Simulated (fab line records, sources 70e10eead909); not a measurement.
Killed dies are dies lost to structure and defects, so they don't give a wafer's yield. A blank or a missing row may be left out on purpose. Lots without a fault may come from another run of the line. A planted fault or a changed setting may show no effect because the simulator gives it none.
Which tool did it? | flow nand_harc | 11 lots, 33 wafers sampled, at 5 steps of a route of 1302

WHAT THE GAUGES READ, wafer by wafer
NHARC_END_SORT_01.
lot  | measured     | on        | killed_at_array
L123 | day 29 12:34 | prober-02 | 672 66 676
L122 | day 29 12:07 | prober-01 | 677 676 40

WHICH TOOL RAN EACH LOT (tool, then ch and the chambers of the sampled wafers, then the start)
lot  | NHARC_A_STAIRCASE_ETCH_169         | NHARC_A_STAIRCASE_DESCUM_11        | NHARC_A_STAIRCASE_ETCH_13          | NHARC_A_STAIRCASE_TRIM_24
L110 | rie_diel-13 ch 0,1,3, day 15 17:22 | rie_diel-02 ch 0,1,3, day 15 19:08 | rie_diel-02 ch 1,2,3, day 15 19:23 | rie_diel-12 ch 0,1,3, no start
L113 | rie_diel-02 ch 0,1,2, day 17 10:23 | rie_diel-13 ch 0,1,3, day 17 12:08 | rie_diel-13 ch 0,1,2, day 17 12:25 | rie_diel-12 ch 0,2,3, no start
L114 | rie_diel-12 ch 0,2,3, day 17 17:45 | rie_diel-02 ch 0,1,2, day 17 19:30 | rie_diel-02 ch 0,1,3, day 17 19:44 | rie_diel-13 ch 0,1, no start
L117 | rie_diel-13 ch 0,1,3, day 18 07:07 | rie_diel-13 ch 0,2, day 18 08:43   | rie_diel-13 ch 0,2,3, day 18 08:58 | rie_diel-12 ch 0,1,3, no start
L123 | rie_diel-12 ch 0,2,3, day 20 14:34 | rie_diel-12 ch 0,3, day 20 16:16   | rie_diel-12 ch 0,2,3, day 20 16:38 | rie_diel-13 ch 0,2,3, day 29 12:34 or earlier
L122 | rie_diel-13 ch 1,2, day 20 14:43   | rie_diel-12 ch 0,2,3, day 20 16:37 | rie_diel-12 ch 0,2,3, day 20 17:10 | rie_diel-12 ch 0,2,3, day 29 12:07 or earlier
L128 | rie_diel-02 ch 0,1,3, day 23 00:31 | rie_diel-02 ch 1,3, day 23 02:23   | rie_diel-02 ch 0,1,3, day 23 02:38 | rie_diel-13 ch 0,1,3, no start
L131 | rie_diel-02 ch 2,3, day 24 08:24   | rie_diel-02 ch 0,1,2, day 24 10:10 | rie_diel-02 ch 0,2,3, day 24 10:24 | rie_diel-02 ch 0,2,3, no start
L132 | rie_diel-12 ch 1,2, day 24 08:43   | rie_diel-13 ch 0,3, day 24 10:27   | rie_diel-13 ch 0,1,2, day 24 10:43 | rie_diel-12 ch 0,1, no start
L130 | rie_diel-02 ch 0,1,2, day 24 08:54 | rie_diel-13 ch 1,2,3, day 24 10:39 | rie_diel-13 ch 1,2,3, day 24 10:55 | rie_diel-13 ch 0,1,3, no start
L133 | rie_diel-02 ch 1,2, day 25 04:34   | rie_diel-13 ch 0,1,3, day 25 06:12 | rie_diel-13 ch 1,2,3, day 25 06:26 | rie_diel-02 ch 1,2,3, no start
- NHARC_A_STAIRCASE_ETCH_169: etches the open film in CH3F/O2, target depth 50 nm, time 107.1 s.
- NHARC_A_STAIRCASE_DESCUM_11: chemistry O2, time 3 s.
- NHARC_A_STAIRCASE_ETCH_13: etches the open film in C4F8/O2, target depth 100 nm, time 40.5 s.
- NHARC_A_STAIRCASE_TRIM_24: chemistry O2, time 211.2 s.

THE ANSWER, worked out from the rows above alone
Rule: what is usual is taken from the lots themselves. Put in order of their means at a reading, lots are off if they are a third of the lots or fewer, leave a main group of 4 or more, and stand apart from it by a gap of 3 or more times the standard deviation of the main group's means; of several such gaps the widest counts. A main group whose means are all the same, to the digits that the tables above print for the reading, isn't used. A lot without any number at a reading at which 4 lots or more have one is off too. The other lots that the step has rows for count as sound.
No lot is off at any reading shown: from this, nothing can be told.

WHAT THE SIMULATOR HAD PUT IN
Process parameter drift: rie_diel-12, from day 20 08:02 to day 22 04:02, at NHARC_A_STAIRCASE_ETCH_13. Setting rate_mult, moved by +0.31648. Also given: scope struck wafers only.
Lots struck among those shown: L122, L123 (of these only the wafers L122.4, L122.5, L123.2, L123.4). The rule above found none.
